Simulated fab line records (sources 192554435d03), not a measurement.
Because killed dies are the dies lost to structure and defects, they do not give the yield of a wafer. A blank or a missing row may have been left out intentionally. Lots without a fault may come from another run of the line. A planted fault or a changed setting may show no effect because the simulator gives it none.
Which tool was responsible? | flow n5_finfet | 21 lots with 63 wafers sampled at 6 steps, on a route of 1938 steps

## WHAT THE GAUGES SHOWED, per wafer
No reading from a measuring or inspecting step in the record can be judged against a usual standard deviation.

## WHICH TOOL RAN EACH LOT (tool, then ch and the chambers of the sampled wafers, then the start)
lot  | N5_PMOS_HMC_CHANNEL_EPI_STRIP_33  | N5_PMOS_HMC_CHANNEL_EPI_EPI_26 | N5_FIN_SAQP_SPACER1_ETCHBACK_25   | N5_FIN_SAQP_SPACER2_ETCHBACK_29   | N5_FIN_SAQP_HM_CD_35   | N5_FIN_CUT_ETCH_20
L074 | rie_diel-03 ch 0,1,3, day 1 18:02 | epi_rpcvd-03 ch 0, day 1 20:23 | rie_diel-02 ch 0,1,3, day 2 00:29 | rie_diel-02 ch 0,1, day 2 02:02   | cd_sem-03, day 2 02:31 | rie_diel-03 ch 1,2, day 2 03:20
L075 | rie_diel-01 ch 1,3, day 1 23:48   | epi_rpcvd-04 ch 0, day 2 02:07 | rie_diel-05 ch 0,1,3, day 2 05:42 | rie_diel-05 ch 2,3, day 2 07:26   | cd_sem-01, day 2 08:09 | rie_diel-03 ch 0,2, day 2 09:04
L076 | rie_diel-01 ch 0,1, day 2 05:31   | epi_rpcvd-03 ch 0, day 2 08:10 | rie_diel-05 ch 2,3, day 2 12:28   | rie_diel-02 ch 1,3, day 2 14:01   | cd_sem-01, day 2 14:28 | rie_diel-04 ch 0,2,3, day 2 15:53
L077 | rie_diel-01 ch 1,2, day 2 12:46   | epi_rpcvd-02 ch 0, day 2 15:13 | rie_diel-06 ch 0,3, day 2 19:01   | rie_diel-05 ch 0,2,3, day 2 20:54 | cd_sem-01, day 2 21:22 | rie_diel-03 ch 0,2,3, day 3 02:58
L078 | rie_diel-04 ch 0,1,3, day 2 17:45 | epi_rpcvd-03 ch 0, day 2 20:10 | rie_diel-02 ch 0,1,2, day 2 23:59 | rie_diel-02 ch 0,1,2, day 3 01:33 | cd_sem-01, day 3 02:01 | rie_diel-01 ch 0,2,3, day 3 03:11
L079 | rie_diel-01 ch 1,2, day 2 23:53   | epi_rpcvd-02 ch 0, day 3 02:45 | rie_diel-06 ch 1,3, day 3 06:22   | rie_diel-05 ch 0,1, day 3 08:18   | cd_sem-02, day 3 08:46 | rie_diel-04 ch 1,2,3, day 3 09:41
L080 | rie_diel-03 ch 1,2,3, day 3 05:32 | epi_rpcvd-04 ch 0, day 3 08:20 | rie_diel-05 ch 1,2, day 3 13:11   | rie_diel-02 ch 0,2,3, day 3 14:44 | cd_sem-02, day 3 15:12 | rie_diel-03 ch 0,1,3, day 3 16:08
L081 | rie_diel-03 ch 1,2,3, day 3 11:49 | epi_rpcvd-02 ch 0, day 3 14:05 | rie_diel-02 ch 0,2, day 3 17:49   | rie_diel-02 ch 0,1,3, day 3 19:25 | cd_sem-03, day 3 19:53 | rie_diel-01 ch 1,2,3, day 3 20:49
L082 | rie_diel-04 ch 1,2,3, day 3 17:25 | epi_rpcvd-04 ch 0, day 3 19:42 | rie_diel-06 ch 1,3, day 4 00:30   | rie_diel-05 ch 0,2,3, day 4 02:04 | cd_sem-02, day 4 02:32 | rie_diel-01 ch 1,2,3, day 4 03:27
L083 | rie_diel-04 ch 0,1,3, day 3 23:56 | epi_rpcvd-03 ch 0, day 4 02:10 | rie_diel-06 ch 0,1,3, day 4 07:23 | rie_diel-05 ch 0,1,2, day 4 09:46 | cd_sem-01, day 4 10:13 | rie_diel-01 ch 0,1,2, day 4 11:01
L085 | rie_diel-04 ch 0,1,3, day 4 12:49 | epi_rpcvd-03 ch 0, day 4 16:02 | rie_diel-02 ch 0,3, day 4 20:46   | rie_diel-02 ch 0,2, day 4 22:28   | cd_sem-03, day 4 22:55 | rie_diel-04 ch 0,1,3, day 4 23:47
L086 | rie_diel-01 ch 0,2, day 4 18:13   | epi_rpcvd-03 ch 0, day 4 20:29 | rie_diel-02 ch 0,2,3, day 5 01:18 | rie_diel-05 ch 0,2, day 5 03:38   | cd_sem-02, day 5 04:16 | rie_diel-01 ch 2,3, day 5 05:04
L087 | rie_diel-03 ch 2,3, day 4 23:34   | epi_rpcvd-03 ch 0, day 5 01:52 | rie_diel-06 ch 2,3, day 5 06:17   | rie_diel-06 ch 1,2, day 5 08:44   | cd_sem-02, day 5 09:12 | rie_diel-04 ch 2,3, day 5 11:02
L088 | rie_diel-03 ch 0,1,3, day 5 05:20 | epi_rpcvd-02 ch 0, day 5 08:14 | rie_diel-02 ch 1,3, day 5 13:25   | rie_diel-06 ch 2,3, day 5 14:59   | cd_sem-03, day 5 15:28 | rie_diel-03 ch 1,2,3, day 5 16:23
L090 | rie_diel-03 ch 1,2,3, day 5 17:38 | epi_rpcvd-03 ch 0, day 5 19:52 | rie_diel-05 ch 0,1, day 6 01:12   | rie_diel-02 ch 0,1,2, day 6 03:32 | cd_sem-03, day 6 04:00 | rie_diel-04 ch 0,1, day 6 04:59
L091 | rie_diel-04 ch 0,1, day 5 23:34   | epi_rpcvd-02 ch 0, day 6 02:13 | rie_diel-05 ch 0,1,3, day 6 06:22 | rie_diel-02 ch 1,2, day 6 07:56   | cd_sem-02, day 6 08:28 | rie_diel-03 ch 0,1, day 6 09:23
L092 | rie_diel-01 ch 0,1,2, day 6 06:13 | epi_rpcvd-04 ch 0, day 6 08:53 | rie_diel-02 ch 0,2, day 6 12:29   | rie_diel-06 ch 0,1,2, day 6 14:11 | cd_sem-02, day 6 14:39 | rie_diel-04 ch 0,1, day 6 15:27
L094 | rie_diel-03 ch 0,1, day 6 17:05   | epi_rpcvd-03 ch 0, day 6 19:20 | rie_diel-05 ch 0,2, day 6 23:42   | rie_diel-06 ch 0,1, day 7 01:15   | cd_sem-02, day 7 01:43 | rie_diel-03 ch 0,2, day 7 02:38
L095 | rie_diel-04 ch 2,3, day 6 23:13   | epi_rpcvd-02 ch 0, day 7 01:28 | rie_diel-05 ch 0,1,3, day 7 05:10 | rie_diel-05 ch 1,2,3, day 7 07:32 | cd_sem-02, day 7 07:59 | rie_diel-03 ch 0,1,2, day 7 08:52
L096 | rie_diel-03 ch 0,2,3, day 7 05:21 | epi_rpcvd-03 ch 0, day 7 07:35 | rie_diel-06 ch 1,2,3, day 7 11:22 | rie_diel-02 ch 2,3, day 7 12:55   | cd_sem-02, day 7 13:25 | rie_diel-04 ch 0,1, day 7 14:13
L097 | rie_diel-04 ch 1,3, day 7 11:32   | epi_rpcvd-02 ch 0, day 7 13:46 | rie_diel-02 ch 0,3, day 7 17:39   | rie_diel-05 ch 1,3, day 7 19:19   | cd_sem-02, day 7 19:46 | rie_diel-04 ch 0,1,3, day 7 20:45
- N5_PMOS_HMC_CHANNEL_EPI_STRIP_33: strips in N2/H2.
- N5_PMOS_HMC_CHANNEL_EPI_EPI_26: deposits Si from SiH4/H2, target thk 3.8 nm, time 22.7 s.
- N5_FIN_SAQP_SPACER1_ETCHBACK_25: etches SiO2 in CHF3/O2, target depth 24.4 nm, time 12.2 s.
- N5_FIN_SAQP_SPACER2_ETCHBACK_29: etches SiO2 in CHF3/O2, target depth 12.2 nm, time 6.1 s.
- N5_FIN_SAQP_HM_CD_35: target cd 8 nm.
- N5_FIN_CUT_ETCH_20: etches SiARC in CF4, target depth 26 nm, time 43.3 s.

## WHAT THE TOOLS THEMSELVES READ (means of the sampled wafers that have a number; where no wafer has one, the mark that the record gives instead)
N5_PMOS_HMC_CHANNEL_EPI_STRIP_33. Usual: bias_power_w 8.000 W, standard deviation 0.024; drypump_motor_current_A 5.8 A, standard deviation 0.5; oes_product_au 0.77 a.u., standard deviation 0.051; rf_vpp_V 54.3 V, standard deviation 1.9; showerhead_plenum_p_Torr 3.39 Torr, standard deviation 0.099; throttle_valve_pct 19.0 %, standard deviation 0.38.
lot  | tool        | bias_power_w (W) | drypump_motor_current_A (A) | oes_product_au (a.u.) | rf_vpp_V (V) | showerhead_plenum_p_Torr (Torr) | throttle_valve_pct (%) | flag
L074 | rie_diel-03 | 8.009            | 5.8                         | 0.81                  | 53.3         | 3.40                            | 18.8                   |
L075 | rie_diel-01 | 7.997            | 6.2                         | 0.76                  | 54.1         | 3.34                            | 19.1                   |
L076 | rie_diel-01 | 7.987            | 6.2                         | 0.73                  | 54.5         | 3.28                            | 19.0                   |
L077 | rie_diel-01 | 8.002            | 5.9                         | 0.78                  | 54.1         | 3.42                            | 19.0                   |
L078 | rie_diel-04 | 8.000            | 6.0                         | 0.77                  | 54.7         | 3.38                            | 19.2                   |
L079 | rie_diel-01 | 7.970            | 5.9                         | 0.77                  | 53.1         | 3.42                            | 19.0                   |
L080 | rie_diel-03 | 7.993            | 5.7                         | 0.82                  | 54.8         | 3.43                            | 18.8                   |
L081 | rie_diel-03 | 7.991            | 5.7                         | 0.81                  | 52.7         | 3.43                            | 18.8                   |
L082 | rie_diel-04 | 8.015            | 5.8                         | 0.76                  | 54.3         | 3.33                            | 19.4                   |
L083 | rie_diel-04 | 8.006            | 6.0                         | 0.77                  | 53.5         | 3.38                            | 19.2                   |
L085 | rie_diel-04 | 7.980            | 6.0                         | 0.77                  | 52.7         | 3.38                            | 19.2                   |
L086 | rie_diel-01 | 7.988            | 6.0                         | 0.73                  | 53.3         | 3.39                            | 18.7                   |
L087 | rie_diel-03 | 7.968            | 5.3                         | 0.82                  | 54.6         | 3.43                            | 18.9                   |
L088 | rie_diel-03 | 8.000            | 5.8                         | 0.79                  | 53.9         | 3.39                            | 18.9                   |
L090 | rie_diel-03 | 7.998            | 5.7                         | 0.80                  | 54.5         | 3.42                            | 18.8                   |
L091 | rie_diel-04 | 8.007            | 6.0                         | 0.75                  | 53.3         | 3.41                            | 19.1                   |
L092 | rie_diel-01 | 7.993            | 6.0                         | 0.73                  | 54.4         | 3.35                            | 18.9                   |
L094 | rie_diel-03 | 8.029            | 5.4                         | 0.74                  | 55.1         | 3.41                            | 19.1                   |
L095 | rie_diel-04 | 8.005            | 5.4                         | 0.72                  | 54.4         | 3.34                            | 19.2                   |
L096 | rie_diel-03 | 7.997            | 5.4                         | 0.80                  | 53.7         | 3.38                            | 18.9                   |
L097 | rie_diel-04 | 7.998            | 6.1                         | 0.78                  | 53.7         | 3.30                            | 19.7                   |

N5_PMOS_HMC_CHANNEL_EPI_EPI_26. Usual: 11.2 % for throttle_valve_pct, sd 0.39.
lot  | tool         | throttle_valve_pct (%) | flag
L074 | epi_rpcvd-03 | 11.6                   |
L075 | epi_rpcvd-04 | 11.3                   |
L076 | epi_rpcvd-03 | 11.6                   |
L077 | epi_rpcvd-02 | 10.9                   |
L078 | epi_rpcvd-03 | 11.5                   |
L079 | epi_rpcvd-02 | 10.6                   |
L080 | epi_rpcvd-04 | 11.1                   |
L081 | epi_rpcvd-02 | 10.8                   |
L082 | epi_rpcvd-04 | 11.3                   |
L083 | epi_rpcvd-03 | 11.4                   |
L085 | epi_rpcvd-03 | 11.7                   |
L086 | epi_rpcvd-03 | 11.5                   |
L087 | epi_rpcvd-03 | 11.6                   |
L088 | epi_rpcvd-02 | 10.8                   |
L090 | epi_rpcvd-03 | 11.4                   |
L091 | epi_rpcvd-02 | 10.8                   |
L092 | epi_rpcvd-04 | 11.2                   |
L094 | epi_rpcvd-03 | 11.6                   |
L095 | epi_rpcvd-02 | 10.9                   |
L096 | epi_rpcvd-03 | 11.6                   |
L097 | epi_rpcvd-02 | 10.7                   |

N5_FIN_SAQP_SPACER1_ETCHBACK_25. Usual: drypump_motor_current_A 5.7 A, standard deviation 0.47; oes_o_777_au 0.77 a.u., standard deviation 0.087; oes_product_au 0.77 a.u., standard deviation 0.093; rf_vpp_V 521 V, standard deviation 8.8; showerhead_plenum_p_Torr 2.42 Torr, standard deviation 0.059; throttle_valve_pct 18.94 %, standard deviation 0.17.
lot  | tool        | drypump_motor_current_A (A) | oes_o_777_au (a.u.) | oes_product_au (a.u.) | rf_vpp_V (V) | showerhead_plenum_p_Torr (Torr) | throttle_valve_pct (%) | flag
L074 | rie_diel-02 | 5.5                         | 0.72                | 0.71                  | 517          | 2.39                            | 19.05                  |
L075 | rie_diel-05 | 5.6                         | 0.74                | 0.74                  | 520          | 2.43                            | 19.01                  |
L076 | rie_diel-05 | 5.4                         | 0.71                | 0.71                  | 522          | 2.43                            | 18.92                  |
L077 | rie_diel-06 | 5.8                         | 0.75                | 0.74                  | 517          | 2.43                            | 18.96                  |
L078 | rie_diel-02 | 5.3                         | 0.81                | 0.81                  | 515          | 2.45                            | 18.94                  |
L079 | rie_diel-06 | 5.8                         | 0.84                | 0.82                  | 514          | 2.43                            | 18.78                  |
L080 | rie_diel-05 | 5.4                         | 0.74                | 0.75                  | 521          | 2.40                            | 18.98                  |
L081 | rie_diel-02 | 5.4                         | 0.80                | 0.79                  | 515          | 2.47                            | 19.00                  |
L082 | rie_diel-06 | 5.7                         | 0.87                | 0.88                  | 516          | 2.45                            | 18.69                  |
L083 | rie_diel-06 | 5.8                         | 0.88                | 0.89                  | 520          | 2.44                            | 18.75                  |
L085 | rie_diel-02 | 5.6                         | 0.71                | 0.70                  | 517          | 2.41                            | 19.15                  |
L086 | rie_diel-02 | 5.8                         | 0.77                | 0.76                  | 514          | 2.40                            | 19.00                  |
L087 | rie_diel-06 | 6.1                         | 0.72                | 0.74                  | 532          | 2.40                            | 18.96                  |
L088 | rie_diel-02 | 5.4                         | 0.69                | 0.69                  | 519          | 2.35                            | 19.04                  |
L090 | rie_diel-05 | 5.9                         | 0.74                | 0.74                  | 523          | 2.40                            | 19.06                  |
L091 | rie_diel-05 | 5.7                         | 0.79                | 0.81                  | 518          | 2.42                            | 18.93                  |
L092 | rie_diel-02 | 5.4                         | 0.77                | 0.76                  | 514          | 2.46                            | 19.04                  |
L094 | rie_diel-05 | 5.8                         | 0.71                | 0.70                  | 526          | 2.40                            | 18.97                  |
L095 | rie_diel-05 | 5.6                         | 0.78                | 0.80                  | 519          | 2.41                            | 18.95                  |
L096 | rie_diel-06 | 5.9                         | 0.76                | 0.77                  | 524          | 2.41                            | 18.86                  |
L097 | rie_diel-02 | 5.6                         | 0.78                | 0.78                  | 520          | 2.49                            | 19.03                  |

N5_FIN_SAQP_SPACER2_ETCHBACK_29. Usual: drypump_motor_current_A 5.6 A, standard deviation 0.46; oes_o_777_au 0.78 a.u., standard deviation 0.087; oes_product_au 0.78 a.u., standard deviation 0.093; rf_vpp_V 520 V, standard deviation 8.1; showerhead_plenum_p_Torr 2.42 Torr, standard deviation 0.057; throttle_valve_pct 18.93 %, standard deviation 0.17.
lot  | tool        | drypump_motor_current_A (A) | oes_o_777_au (a.u.) | oes_product_au (a.u.) | rf_vpp_V (V) | showerhead_plenum_p_Torr (Torr) | throttle_valve_pct (%) | flag
L074 | rie_diel-02 | 5.1                         | 0.73                | 0.74                  | 518          | 2.44                            | 19.01                  |
L075 | rie_diel-05 | 5.4                         | 0.71                | 0.71                  | 521          | 2.43                            | 18.92                  |
L076 | rie_diel-02 | 5.9                         | 0.71                | 0.70                  | 519          | 2.32                            | 19.04                  |
L077 | rie_diel-05 | 5.7                         | 0.72                | 0.71                  | 522          | 2.43                            | 18.96                  |
L078 | rie_diel-02 | 5.3                         | 0.80                | 0.80                  | 515          | 2.45                            | 18.94                  |
L079 | rie_diel-05 | 5.7                         | 0.76                | 0.76                  | 521          | 2.40                            | 19.03                  |
L080 | rie_diel-02 | 5.8                         | 0.78                | 0.78                  | 515          | 2.40                            | 18.98                  |
L081 | rie_diel-02 | 5.5                         | 0.71                | 0.71                  | 517          | 2.38                            | 19.08                  |
L082 | rie_diel-05 | 5.7                         | 0.82                | 0.82                  | 522          | 2.43                            | 18.87                  |
L083 | rie_diel-05 | 5.7                         | 0.74                | 0.74                  | 524          | 2.40                            | 18.99                  |
L085 | rie_diel-02 | 5.4                         | 0.78                | 0.78                  | 514          | 2.47                            | 19.02                  |
L086 | rie_diel-05 | 6.0                         | 0.74                | 0.73                  | 527          | 2.41                            | 19.01                  |
L087 | rie_diel-06 | 5.9                         | 0.82                | 0.84                  | 527          | 2.44                            | 18.75                  |
L088 | rie_diel-06 | 6.0                         | 0.75                | 0.73                  | 520          | 2.40                            | 18.92                  |
L090 | rie_diel-02 | 5.3                         | 0.77                | 0.77                  | 515          | 2.44                            | 18.98                  |
L091 | rie_diel-02 | 5.3                         | 0.76                | 0.76                  | 516          | 2.41                            | 18.93                  |
L092 | rie_diel-06 | 6.0                         | 0.81                | 0.84                  | 529          | 2.43                            | 18.80                  |
L094 | rie_diel-06 | 5.8                         | 0.87                | 0.89                  | 523          | 2.46                            | 18.68                  |
L095 | rie_diel-05 | 5.4                         | 0.77                | 0.78                  | 519          | 2.41                            | 18.90                  |
L096 | rie_diel-02 | 6.0                         | 0.90                | 0.89                  | 516          | 2.48                            | 18.72                  |
L097 | rie_diel-05 | 5.3                         | 0.83                | 0.84                  | 515          | 2.43                            | 18.81                  |

N5_FIN_SAQP_HM_CD_35. Usual: 8.07 nm for cd_nm, sd 0.23.
lot  | tool      | cd_nm (nm) | flag
L074 | cd_sem-03 | 7.96       |
L075 | cd_sem-01 | 8.02       |
L076 | cd_sem-01 | 8.00       |
L077 | cd_sem-01 | 8.32       |
L078 | cd_sem-01 | 8.10       |
L079 | cd_sem-02 | 7.83       |
L080 | cd_sem-02 | 8.18       |
L081 | cd_sem-03 | 7.86       |
L082 | cd_sem-02 | 8.20       |
L083 | cd_sem-01 | 8.06       |
L085 | cd_sem-03 | 8.08       |
L086 | cd_sem-02 | 7.97       |
L087 | cd_sem-02 | 7.93       |
L088 | cd_sem-03 | 8.02       |
L090 | cd_sem-03 | 8.11       |
L091 | cd_sem-02 | 8.15       |
L092 | cd_sem-02 | 8.09       |
L094 | cd_sem-02 | 7.89       |
L095 | cd_sem-02 | 8.15       |
L096 | cd_sem-02 | 8.26       |
L097 | cd_sem-02 | 7.97       |

N5_FIN_CUT_ETCH_20. Usual: cf4_flow_sccm 100.0 sccm, standard deviation 0.3; drypump_motor_current_A 5.8 A, standard deviation 0.54; etch_rf_on_time_s 43.5 s, standard deviation 1.3; oes_product_au 0.65 a.u., standard deviation 0.049; rf_vpp_V 184.2 V, standard deviation 1.2; showerhead_plenum_p_Torr 2.16 Torr, standard deviation 0.064; throttle_valve_pct 15.70 %, standard deviation 0.17.
lot  | tool        | cf4_flow_sccm (sccm) | drypump_motor_current_A (A) | etch_rf_on_time_s (s) | oes_product_au (a.u.) | rf_vpp_V (V) | showerhead_plenum_p_Torr (Torr) | throttle_valve_pct (%) | flag
L074 | rie_diel-03 | 99.9                 | 5.6                         | 45.0                  | 0.65                  | 184.8        | 2.23                            | 15.77                  |
L075 | rie_diel-03 | 100.0                | 4.8                         | 43.6                  | 0.67                  | 184.1        | 2.21                            | 15.87                  |
L076 | rie_diel-04 | 99.8                 | 5.7                         | 43.4                  | 0.63                  | 183.7        | 2.16                            | 15.64                  |
L077 | rie_diel-03 | 99.9                 | 5.4                         | 42.9                  | 0.70                  | 183.7        | 2.16                            | 15.71                  |
L078 | rie_diel-01 | 100.0                | 6.0                         | 43.3                  | 0.65                  | 184.9        | 2.19                            | 15.53                  |
L079 | rie_diel-04 | 100.1                | 5.8                         | 43.6                  | 0.66                  | 184.2        | 2.11                            | 15.77                  |
L080 | rie_diel-03 | 100.1                | 5.8                         | 43.0                  | 0.69                  | 184.5        | 2.15                            | 15.63                  |
L081 | rie_diel-01 | 100.0                | 6.1                         | 42.9                  | 0.66                  | 184.2        | 2.18                            | 15.62                  |
L082 | rie_diel-01 | 99.9                 | 6.1                         | 42.9                  | 0.65                  | 184.7        | 2.18                            | 15.62                  |
L083 | rie_diel-01 | 99.6                 | 6.0                         | 44.3                  | 0.63                  | 183.6        | 2.13                            | 15.68                  |
L085 | rie_diel-04 | 99.8                 | 6.0                         | 43.3                  | 0.65                  | 183.9        | 2.14                            | 15.66                  |
L086 | rie_diel-01 | 100.2                | 6.0                         | 42.0                  | 0.67                  | 185.3        | 2.23                            | 15.51                  |
L087 | rie_diel-04 | 99.8                 | 5.7                         | 43.7                  | 0.63                  | 184.0        | 2.13                            | 15.75                  |
L088 | rie_diel-03 | 99.9                 | 5.7                         | 43.3                  | 0.68                  | 185.7        | 2.18                            | 15.71                  |
L090 | rie_diel-04 | 99.7                 | 6.0                         | 43.6                  | 0.63                  | 184.1        | 2.16                            | 15.61                  |
L091 | rie_diel-03 | 100.2                | 5.7                         | 44.0                  | 0.63                  | 184.2        | 2.19                            | 15.80                  |
L092 | rie_diel-04 | 100.3                | 6.0                         | 43.7                  | 0.66                  | 183.6        | 2.12                            | 15.74                  |
L094 | rie_diel-03 | 99.9                 | 4.8                         | 44.1                  | 0.64                  | 184.2        | 2.20                            | 15.92                  |
L095 | rie_diel-03 | 99.9                 | 5.3                         | 44.1                  | 0.64                  | 185.5        | 2.19                            | 15.87                  |
L096 | rie_diel-04 | 99.9                 | 6.0                         | 43.7                  | 0.65                  | 184.2        | 2.12                            | 15.76                  |
L097 | rie_diel-04 | 100.2                | 6.0                         | 44.3                  | 0.63                  | 184.0        | 2.13                            | 15.71                  |

## THE ANSWER, worked out from the rows above alone
Rule: take the mean of a lot's wafers that have a number; if it is more than 3 standard deviations from the usual mean, the lot is off. Also off: a lot with no number at a reading for which 4 or more lots have one. Where the step has rows for the other lots, those lots are counted as sound. After the gauges, taken in route order, come the tools' own readings; for these a lot's mean is taken, as printed above. At the first step where some lot is off, the reading lying furthest off is the one used; lots without a number count as furthest.
No lot is off at any reading shown: from this, nothing can be told.

## WHAT THE SIMULATOR HAD INSERTED
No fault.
